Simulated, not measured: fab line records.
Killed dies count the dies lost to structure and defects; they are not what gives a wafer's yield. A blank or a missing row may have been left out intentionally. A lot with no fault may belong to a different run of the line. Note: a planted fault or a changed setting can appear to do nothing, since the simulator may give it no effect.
Chamber matching / flow nand_harc / rie_diel-11 running NHARC_P_CONTACT_DESCUM_17: 4 sister chambers
The step chemistry O2, time 3 s. 14 wafers are shown with their chamber, then 7 later ones without.

== WAFERS WITH THEIR CHAMBER ==
wafer=L263.2; chamber=0; oes_product_au (a.u.)=1.003; rf_vpp_V (V)=56.8; throttle_valve_pct (%)=11.330
wafer=L263.5; chamber=0; oes_product_au (a.u.)=1.004; rf_vpp_V (V)=59.2; throttle_valve_pct (%)=11.309
wafer=L263.6; chamber=3; oes_product_au (a.u.)=1.001; rf_vpp_V (V)=58.4; throttle_valve_pct (%)=11.312
wafer=L265.1; chamber=1; oes_product_au (a.u.)=1.004; rf_vpp_V (V)=57.9; throttle_valve_pct (%)=11.322
wafer=L265.2; chamber=2; oes_product_au (a.u.)=1.020; rf_vpp_V (V)=57.3; throttle_valve_pct (%)=11.295
wafer=L265.5; chamber=3; oes_product_au (a.u.)=0.995; rf_vpp_V (V)=55.9; throttle_valve_pct (%)=11.307
wafer=L268.2; chamber=3; oes_product_au (a.u.)=0.997; rf_vpp_V (V)=59.9; throttle_valve_pct (%)=11.305
wafer=L268.5; chamber=3; oes_product_au (a.u.)=0.999; rf_vpp_V (V)=58.4; throttle_valve_pct (%)=11.300
wafer=L268.6; chamber=2; oes_product_au (a.u.)=1.009; rf_vpp_V (V)=56.9; throttle_valve_pct (%)=11.317
wafer=L267.1; chamber=1; oes_product_au (a.u.)=0.997; rf_vpp_V (V)=58.3; throttle_valve_pct (%)=11.310
wafer=L267.2; chamber=0; oes_product_au (a.u.)=1.006; rf_vpp_V (V)=58.6; throttle_valve_pct (%)=11.321
wafer=L267.3; chamber=3; oes_product_au (a.u.)=1.001; rf_vpp_V (V)=58.0; throttle_valve_pct (%)=11.307
wafer=L282.1; chamber=2; oes_product_au (a.u.)=1.009; rf_vpp_V (V)=57.5; throttle_valve_pct (%)=11.322
wafer=L282.2; chamber=3; oes_product_au (a.u.)=0.998; rf_vpp_V (V)=57.8; throttle_valve_pct (%)=11.317

SIGNATURES (means of the wafers above)
reading=oes_product_au; chamber 0=1.00433; chamber 1=1.00050; chamber 2=1.01267; chamber 3=0.99850; scatter within a chamber=0.00371
reading=rf_vpp_V; chamber 0=58.200; chamber 1=58.100; chamber 2=57.233; chamber 3=58.067; scatter within a chamber=1.08
reading=throttle_valve_pct; chamber 0=11.32000; chamber 1=11.31600; chamber 2=11.31133; chamber 3=11.30800; scatter within a chamber=0.00937
Rule: distance of a wafer from a chamber = root of the sum over the readings of ((wafer's reading minus chamber's mean) / reading's scatter) squared. If the next closest chamber is less than 2 further off than the closest, the wafer can't be placed; otherwise it belongs to the closest. The scatter: the root of (the sum of the squares of (reading less its chamber's mean) over the shown wafers, divided by (wafers less chambers)).

== WAFERS WHOSE CHAMBER IS MISSING ==
wafer=L282.6; oes_product_au (a.u.)=1.003; rf_vpp_V (V)=57.8; throttle_valve_pct (%)=11.312
wafer=L284.2; oes_product_au (a.u.)=0.994; rf_vpp_V (V)=57.2; throttle_valve_pct (%)=11.315
wafer=L284.3; oes_product_au (a.u.)=1.008; rf_vpp_V (V)=58.4; throttle_valve_pct (%)=11.339
wafer=L284.6; oes_product_au (a.u.)=1.014; rf_vpp_V (V)=58.9; throttle_valve_pct (%)=11.317
wafer=L286.1; oes_product_au (a.u.)=1.010; rf_vpp_V (V)=56.0; throttle_valve_pct (%)=11.308
wafer=L286.2; oes_product_au (a.u.)=1.007; rf_vpp_V (V)=56.7; throttle_valve_pct (%)=11.321
wafer=L286.4; oes_product_au (a.u.)=1.008; rf_vpp_V (V)=57.7; throttle_valve_pct (%)=11.303

== EACH ONE'S CHAMBER ==
wafer=L282.6; from the rows above=can't be placed: 1 or 0 or 3 or 2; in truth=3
wafer=L284.2; from the rows above=can't be placed: 3 or 1 or 0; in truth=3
wafer=L284.3; from the rows above=can't be placed: 0 or 1 or 2 or 3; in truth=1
wafer=L284.6; from the rows above=can't be placed: 2 or 0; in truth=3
wafer=L286.1; from the rows above=can't be placed: 2 or 0 or 1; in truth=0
wafer=L286.2; from the rows above=can't be placed: 0 or 2 or 1 or 3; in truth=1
wafer=L286.4; from the rows above=can't be placed: 2 or 0 or 1 or 3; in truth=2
0 of 7 placed correctly. Not placeable from these rows: 7 (in 6, the candidates include the true chamber). Wrongly placed: 0.
